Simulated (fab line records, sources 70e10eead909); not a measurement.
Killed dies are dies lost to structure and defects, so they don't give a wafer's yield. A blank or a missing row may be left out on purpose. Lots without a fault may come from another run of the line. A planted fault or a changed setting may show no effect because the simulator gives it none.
Which tool did it? | flow nand_harc | 15 lots, 39 wafers sampled, at 5 steps of a route of 1302

WHAT THE GAUGES READ, wafer by wafer
NHARC_P_ZERO_WELL_CD_MEAS_52: target cd 2000 nm. Usual: cd_nm 2000.7 nm, standard deviation 1.1.
lot  | measured     | on        | cd_nm (nm)           | flag
L613 | day 2 01:45  | cd_sem-02 | 1998.7 2000.1 2001.1 |
L614 | day 2 11:49  | cd_sem-02 | 2000.5 2000.7 2001.6 |
L615 | day 2 22:08  | cd_sem-02 | 1999.2 2000.7 1999.4 |
L620 | day 4 23:43  | cd_sem-01 | 2000.6               |
L621 | day 5 09:48  | cd_sem-03 | 1999.1               |
L622 | day 5 20:04  | cd_sem-02 | 2000.8               |
L627 | day 7 21:50  | cd_sem-01 | 2001.6 2002.2 2000.7 |
L628 | day 8 07:56  | cd_sem-03 | 1999.6 2001.4 2000.4 |
L629 | day 8 17:43  | cd_sem-01 | 2000.5 2000.1 2000.0 |
L631 | day 9 13:39  | cd_sem-02 | 2000.8 2001.6 1997.0 |
L632 | day 9 23:35  | cd_sem-03 | 2001.7 2000.7 2001.8 |
L633 | day 10 09:45 | cd_sem-02 | 2001.4 2000.9 2000.4 |
L634 | day 10 19:47 | cd_sem-02 | 2000.5 2001.7 1999.5 |
L635 | day 11 05:45 | cd_sem-02 | 2001.4 2004.2 2002.2 |
L636 | day 11 15:45 | cd_sem-03 | 1999.9 2001.0 2002.0 |

NHARC_P_STI_OVL_MEAS_10. Usual: overlay_x_nm 1 nm, standard deviation 4.5; overlay_y_nm -2 nm, standard deviation 4.9.
lot  | measured     | on         | overlay_x_nm (nm) | overlay_y_nm (nm) | flag
L613 | day 3 02:35  | overlay-01 | 1 1 1             | -7 -7 -8          |
L614 | day 3 09:13  | overlay-01 | 6 7 6             | -4 -4 -4          |
L615 | day 3 15:56  | overlay-01 | 0 0 0             | 5 5 5             |
L620 | day 5 18:35  | overlay-01 | 0                 | -5                |
L621 | day 6 03:07  | overlay-02 | -1                | -9                |
L622 | day 6 14:11  | overlay-02 | -3                | -11               |
L627 | day 8 15:08  | overlay-01 | 0 0 0             | -3 -2 -3          |
L628 | day 9 00:55  | overlay-01 | -2 -2 -3          | 5 5 4             |
L629 | day 9 11:38  | overlay-01 | 2 2 2             | -2 -1 -1          |
L631 | day 10 06:00 | overlay-01 | 10 10 10          | 2 3 2             |
L632 | day 10 17:35 | overlay-02 | -8 -8 -8          | 1 2 2             |
L633 | day 11 05:07 | overlay-01 | -4 -4 -4          | 3 3 2             |
L634 | day 11 13:54 | overlay-02 | -2 -2 -2          | -7 -7 -7          |
L635 | day 12 02:02 | overlay-01 | 1 1 1             | 2 2 2             |
L636 | day 12 12:05 | overlay-01 | -3 -2 -3          | -4 -3 -2          |

NHARC_P_STI_OCD_MEAS_17. Usual: trench_depth_nm 300.1 nm, standard deviation 2.8; trench_foot_cd_nm 157.8 nm, standard deviation 1.6.
lot  | measured     | on     | trench_depth_nm (nm) | trench_foot_cd_nm (nm) | flag
L613 | day 3 03:18  | ocd-02 | 300.5 301.0 299.1    | 158.6 155.6 157.7      |
L614 | day 3 09:55  | ocd-01 | 304.6 297.7 299.6    | 154.7 155.5 157.7      |
L615 | day 3 16:40  | ocd-01 | 300.7 300.0 301.5    | 159.1 161.1 158.5      |
L620 | day 5 19:17  | ocd-01 | 292.6                | 162.0                  |
L621 | day 6 03:49  | ocd-01 | 303.3                | 157.6                  |
L622 | day 6 14:55  | ocd-01 | 299.8                | 157.4                  |
L627 | day 8 15:50  | ocd-01 | 299.8 296.4 296.3    | 157.5 158.2 155.6      |
L628 | day 9 01:39  | ocd-01 | 294.0 297.5 300.1    | 161.6 158.5 158.1      |
L629 | day 9 12:20  | ocd-01 | 303.5 300.5 303.0    | 157.7 160.8 158.6      |
L631 | day 10 06:42 | ocd-01 | 299.8 301.5 301.5    | 159.5 158.0 159.3      |
L632 | day 10 18:18 | ocd-01 | 297.0 303.7 302.2    | 156.2 156.6 154.9      |
L633 | day 11 05:50 | ocd-01 | 302.3 300.5 303.3    | 158.8 159.8 158.8      |
L634 | day 11 14:35 | ocd-02 | 300.1 296.2 299.0    | 155.7 156.9 153.8      |
L635 | day 12 02:44 | ocd-01 | 295.2 295.9 297.4    | 156.4 155.8 156.2      |
L636 | day 12 12:47 | ocd-02 | 299.2 297.8 299.4    | 155.1 155.4 158.0      |

NHARC_END_SORT_01. Usual: killed_at_array 56, standard deviation 19; killed_at_other 1.0, standard deviation 1.5; killed_at_periphery 3.4, standard deviation 2.4; killed_dies 60, standard deviation 19; killed_open 3.3, standard deviation 1.8; killed_short 2.4, standard deviation 1.7.
lot  | measured     | on        | killed_at_array | killed_at_other | killed_at_periphery | killed_dies | killed_open | killed_short | flag
L620 | day 29 13:47 | prober-02 | 68              | 0               | 65                  | 133         | 1           | 3            | OFF
L621 | day 28 07:05 | prober-01 | 31              | 0               | 75                  | 106         | 6           | 2            | OFF
L622 | day 30 05:10 | prober-01 | 37              | 0               | 72                  | 109         | 5           | 1            | OFF

WHICH TOOL RAN EACH LOT (tool, then ch and the chambers of the sampled wafers, then the start)
lot  | NHARC_P_STI_HDPCVD_20
L613 | hdpcvd-01 ch 0,1, day 3 11:41
L614 | hdpcvd-01 ch 0,1, day 3 18:49
L615 | hdpcvd-01 ch 0,1, day 4 02:05
L620 | hdpcvd-01 ch 1, day 6 03:50
L621 | hdpcvd-01 ch 1, day 6 12:56
L622 | hdpcvd-01 ch 1, day 7 00:56
L627 | hdpcvd-01 ch 0,1, day 9 06:42
L628 | hdpcvd-01 ch 0,1, day 9 10:12
L629 | hdpcvd-01 ch 0,1, day 9 21:04
L631 | hdpcvd-01 ch 0,1, day 10 15:35
L632 | hdpcvd-01 ch 0,1, day 11 03:14
L633 | hdpcvd-01 ch 0,1, day 11 15:05
L634 | hdpcvd-01 ch 0,1, day 11 23:09
L635 | hdpcvd-01 ch 0,1, day 12 11:46
L636 | hdpcvd-01 ch 0,1, day 12 21:19
- NHARC_P_STI_HDPCVD_20: deposits SiO2.

WHAT THE TOOLS THEMSELVES READ (means of the sampled wafers that have a number; where no wafer has one, the mark that the record gives instead)
The record holds no such reading with a usual standard deviation.

THE ANSWER, worked out from the rows above alone
Rule: a lot is off if the mean of its wafers that have a number lies more than 3 standard deviations from the usual mean. A lot without any number at a reading at which 4 lots or more have one is off too. The other lots that the step has rows for count as sound. The gauges are gone through in route order, then the tools' own readings, and for those a lot's mean is taken as printed above. The first step at which some lot is off is used, and at that step the reading that is off furthest; a lot without a number counts as furthest.
Off: L620, L621, L622, at NHARC_END_SORT_01 (killed_at_periphery). Neither off nor sound, because the step has no rows for them: L613, L614, L615, L627, L628, L629, L631, L632, L633, L634, L635, L636.
A tool fits if, at a process step before that reading, it ran every lot that is off, and no sound lot after the first of them. The gauges at NHARC_END_SORT_01 are tried like those tools. One fits: hdpcvd-01 at NHARC_P_STI_HDPCVD_20. It ran no sound lot before its first lot that is off in this sample, so the start can't be narrowed down.

WHAT THE SIMULATOR HAD PUT IN
Chamber particle source: hdpcvd-01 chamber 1, from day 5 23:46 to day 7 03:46, at NHARC_P_STI_HDPCVD_20. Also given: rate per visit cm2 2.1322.
Lots struck among those shown: L620, L621, L622. The rule above found the same.
